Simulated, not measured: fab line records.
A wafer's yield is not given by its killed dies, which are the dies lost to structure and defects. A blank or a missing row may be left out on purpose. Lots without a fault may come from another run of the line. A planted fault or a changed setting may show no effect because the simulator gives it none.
2 desks, one fault | flow nandHarc | each desk has only its own numbers; what lay behind them comes last

THE DEFECT DESK
For each lot, the counts of the inspections along the route, averaged over the sampled wafers that have a number. A lot is out of limits, marked OUT, if its mean lies more than 4 standard deviations from the usual mean; the brackets give that distance.
Columns: A = rawDefectCount at NHARC_A_CHANNEL_HOLE_D2_INSPECT_40, usual 264
lot  | first seen here | A
L464 | day 14 08:21    | 249
L469 | day 15 19:10    | 289
L467 | day 15 20:34    | 333
L466 | day 15 23:21    | 319
L475 | day 18 04:26    | 284
L474 | day 18 08:36    | 227
L482 | day 22 09:05    | 269
L483 | day 22 22:07    | 338
L486 | day 23 21:10    | 299
This desk's verdict: no lot among the 9 shows anything out of limits.

DESK OF THE TOOL OWNER: harEtch-01
The tool's own readings at NHARC_A_CHANNEL_HOLE_D2_ETCH_20 (etches the open film in C4F8/O2/Ar, time 361.9 s, target depth 1600 nm): means of the sampled wafers that have a number, for each lot that ran on this tool. A lot is out of limits, marked OUT, if its mean lies more than 4 standard deviations from the usual mean; the brackets give that distance.
Columns: A = drypumpMotorCurrentA at NHARC_A_CHANNEL_HOLE_D2_ETCH_20, usual 5.8 A; B = showerheadPlenumPTorr at NHARC_A_CHANNEL_HOLE_D2_ETCH_20, usual 3.70 Torr; C = throttleValvePct at NHARC_A_CHANNEL_HOLE_D2_ETCH_20, usual 32.155 %
lot  | first seen here | A   | B    | C
L464 | day 14 02:47    | 5.9 | 3.69 | 32.155
L469 | day 15 13:32    | 5.9 | 3.67 | 32.161
L466 | day 15 17:46    | 5.9 | 3.67 | 32.147
L475 | day 17 22:53    | 5.9 | 3.66 | 32.154
L474 | day 18 03:04    | 5.9 | 3.65 | 32.158
L483 | day 22 16:34    | 5.9 | 3.63 | 32.153
L486 | day 23 15:42    | 5.9 | 3.62 | 32.164
This desk's verdict: no lot among the 7 shows anything out of limits.

TAKEN TOGETHER
No out-of-limits result turned up at the defect desk.
The desk of the tool owner found nothing out of limits.

WHAT THE SIMULATOR PUT IN
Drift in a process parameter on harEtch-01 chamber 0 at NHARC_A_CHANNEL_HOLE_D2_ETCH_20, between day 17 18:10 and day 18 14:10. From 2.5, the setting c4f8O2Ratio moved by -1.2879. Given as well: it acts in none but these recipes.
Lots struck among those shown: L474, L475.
